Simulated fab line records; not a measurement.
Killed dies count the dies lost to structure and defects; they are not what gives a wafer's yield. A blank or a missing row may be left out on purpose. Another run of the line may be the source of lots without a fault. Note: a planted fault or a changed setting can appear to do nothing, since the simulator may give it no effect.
Which tool was responsible?    flow nandHarc    6 lots with 18 wafers sampled at 4 steps, on a route of 1302 steps

## WHAT THE GAUGES SHOWED, per wafer
NHARC_A_SOURCE_PLATE_THK_MEAS_06: measures by ellipsometry.
lot   measured      on            thkNm (nm)
L832  day 8 02:51   filmMetro-02  198.3 196.6 199.8
L839  day 11 02:20  filmMetro-02  201.9 200.5 201.0
L842  day 12 02:43  filmMetro-02  144.9 147.5 144.3 145.2 146.6 145.0
L846  day 13 17:55  filmMetro-02  201.0 200.5 200.9
L851  day 15 21:28  filmMetro-02  198.2 198.8 198.3
L854  day 17 10:55  filmMetro-01  198.0 198.1 197.3

## TOOL THAT RAN EACH LOT (tool first, then ch and the chambers of the sampled wafers, then the start)
lot   NHARC_P_BONDPAD_PRE_CLEAN_26            NHARC_A_ZERO_WELL_RTA_16         NHARC_A_SOURCE_PLATE_CVD_03
L832  pvdSputter-01, day 7 02:35 or earlier   rtpAnneal-01 ch 0, day 7 05:28   lpcvdPoly-02 ch 0, day 7 15:43
L839  pvdSputter-03, day 10 04:38 or earlier  rtpAnneal-01 ch 0, day 10 07:27  lpcvdPoly-04 ch 0, day 10 15:54
L842  pvdSputter-01, day 11 03:50 or earlier  rtpAnneal-02 ch 0, day 11 06:42  lpcvdPoly-02 ch 0, day 11 16:42
L846  pvdSputter-01, day 12 20:46 or earlier  rtpAnneal-02 ch 0, day 12 23:36  lpcvdPoly-01 ch 0, day 13 07:54
L851  pvdSputter-02, day 14 22:16 or earlier  rtpAnneal-02 ch 0, day 15 01:04  lpcvdPoly-01 ch 0, day 15 11:04
L854  pvdSputter-02, day 16 06:56 or earlier  rtpAnneal-02 ch 0, day 16 09:48  lpcvdPoly-01 ch 0, day 16 21:25
- NHARC_P_BONDPAD_PRE_CLEAN_26: time 30 s.
- NHARC_A_ZERO_WELL_RTA_16: time 10 s.
- NHARC_A_SOURCE_PLATE_CVD_03: deposits poly-Si, target thk 200 nm, time 4000 s.

## THE ANSWER, worked out from the rows above alone
Rule: usual is defined by the lots themselves. Put in order of their means at a reading, lots are off if they are a third of the lots or fewer, leave a main group of 4 or more, and stand apart from it by a gap of 3 or more times the standard deviation of the main group's means; of several such gaps the widest counts. If all means in a main group match to the digits the tables above print for the reading, that group is not used. A lot without any number at a reading at which 4 lots or more have one is off too. The other lots that the step has rows for count as sound.
Off at NHARC_A_SOURCE_PLATE_THK_MEAS_06 (thkNm): L842. Main group: mean 199.3 nm, sd 1.4.
If a tool, at a process step before that reading, ran all the lots that are off and no sound lot after the first of them, it fits. The gauges at NHARC_A_SOURCE_PLATE_THK_MEAS_06 are tried like those tools. NHARC_P_BONDPAD_PRE_CLEAN_26 gives no start for some lots, so the hours and the order of its lots are those of NHARC_P_BONDPAD_THK_MEAS_20. One fits: lpcvdPoly-02 at NHARC_A_SOURCE_PLATE_CVD_03. Its last sound lot is L832 (day 7 15:43), its first lot that is off L842 (day 11 16:42): a fault that began between those two fits.

## WHAT HAD BEEN PUT IN BY THE SIMULATOR
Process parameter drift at NHARC_A_SOURCE_PLATE_CVD_03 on lpcvdPoly-02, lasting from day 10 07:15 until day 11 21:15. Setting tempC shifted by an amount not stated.
Lots struck among those shown: L842. The rule given above showed the same thing.
